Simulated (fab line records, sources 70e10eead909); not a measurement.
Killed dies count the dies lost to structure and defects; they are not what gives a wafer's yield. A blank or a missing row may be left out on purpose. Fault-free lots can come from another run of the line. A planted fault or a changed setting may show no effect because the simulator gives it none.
3 desks looking at one fault + flow nand_harc + each desk holds nothing but its own numbers, with what lay behind them at the end

## THE DEFECT DESK
Per lot, the means of the sampled wafers with a number show what the inspections along the route counted. If a lot's mean is further than 4 standard deviations from the usual mean, the lot is out of limits and carries the mark OUT (the distance appears in the brackets).
Columns: A = raw_defect_count at NHARC_A_CHANNEL_HOLE_D2_INSPECT_40, usual 284
| lot  | first seen here | A              |
|------|-----------------|----------------|
| L962 | day 13 15:40    | 280            |
| L963 | day 13 16:10    | 193            |
| L967 | day 15 20:44    | 214            |
| L968 | day 16 02:53    | 316            |
| L970 | day 17 06:53    | 1181 (+11) OUT |
| L973 | day 18 06:56    | 1204 (+12) OUT |
| L979 | day 20 13:52    | 353            |
| L981 | day 21 03:35    | 408            |
| L980 | day 21 04:23    | 317            |
| L982 | day 22 11:35    | 258            |
| L985 | day 22 19:13    | 348            |
| L984 | day 22 20:46    | 298            |
This desk's finding: out of limits on L970, L973; first on L970, day 17 06:53 (raw_defect_count at NHARC_A_CHANNEL_HOLE_D2_INSPECT_40). Within limits: L962, L963, L967, L968, L979, L981, L980, L982, L985, L984.

## DESK OF THE TOOL OWNER: har_etch-01
The tool's own readings at NHARC_A_CHANNEL_HOLE_D2_ETCH_26 (etches the open film in C4F8/O2/Ar, time 224.1 s, target depth 300 nm): means of the sampled wafers that have a number, for each lot that ran on this tool. If a lot's mean is further than 4 standard deviations from the usual mean, the lot is out of limits and carries the mark OUT (the distance appears in the brackets).
Columns: A = drypump_motor_current_A at NHARC_A_CHANNEL_HOLE_D2_ETCH_26, usual 5.5 A; B = showerhead_plenum_p_Torr at NHARC_A_CHANNEL_HOLE_D2_ETCH_26, usual 3.71 Torr; C = throttle_valve_pct at NHARC_A_CHANNEL_HOLE_D2_ETCH_26, usual 24.585 %
| lot  | first seen here | A   | B    | C      |
|------|-----------------|-----|------|--------|
| L963 | day 13 14:17    | 5.7 | 3.72 | 24.575 |
| L967 | day 15 18:50    | 5.6 | 3.70 | 24.580 |
| L970 | day 17 04:59    | 5.7 | 3.69 | 24.586 |
| L973 | day 18 04:59    | 5.6 | 3.67 | 24.584 |
| L979 | day 20 11:58    | 5.6 | 3.66 | 24.581 |
| L981 | day 21 01:39    | 6.0 | 3.63 | 24.574 |
| L982 | day 22 09:38    | 6.0 | 3.62 | 24.581 |
| L984 | day 22 18:49    | 6.0 | 3.62 | 24.581 |
This desk found nothing out of limits on any of the 8 lots.

## FROM THE METROLOGY DESK
Means of the sampled wafers that have a number, per lot and without regard to the tool the lot ran on: this is what the gauges read. If a lot's mean is further than 4 standard deviations from the usual mean, the lot is out of limits and carries the mark OUT (the distance appears in the brackets).
Columns: A = cd_nm at NHARC_A_CHANNEL_HOLE_D2_CD_MEAS_18, usual 99.3 nm
| lot  | first seen here | A     |
|------|-----------------|-------|
| L962 | day 13 09:48    | 97.5  |
| L963 | day 13 10:23    | 103.1 |
| L967 | day 15 14:57    | 100.2 |
| L968 | day 15 20:34    | 99.2  |
| L970 | day 16 21:07    | 99.1  |
| L973 | day 18 01:01    | 99.8  |
| L979 | day 20 07:38    | 98.4  |
| L981 | day 20 21:47    | 101.0 |
| L980 | day 20 22:35    | 97.2  |
| L982 | day 22 05:49    | 96.4  |
| L985 | day 22 13:16    | 99.9  |
| L984 | day 22 13:45    | 98.0  |
This desk found nothing out of limits on any of the 12 lots.

## BROUGHT TOGETHER
The defect desk could have raised an alarm at day 17 06:53, on L970, L973.
The tool owner's desk saw nothing out of limits.
At the metrology desk, nothing out of limits was observed.
The tool owner's desk has L970, L973 on record, within its limits.
The metrology desk has L970, L973 on record, within its limits.
On har_etch-01, each named lot ran NHARC_A_CHANNEL_HOLE_D2_ETCH_26.

## WHAT THE SIMULATOR HAD INSERTED
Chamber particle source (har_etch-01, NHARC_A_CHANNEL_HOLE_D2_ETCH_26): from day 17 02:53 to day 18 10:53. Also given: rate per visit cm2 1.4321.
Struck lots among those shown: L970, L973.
Hours from the fault's start to each desk's first reading out of limits: the defect desk, 4.
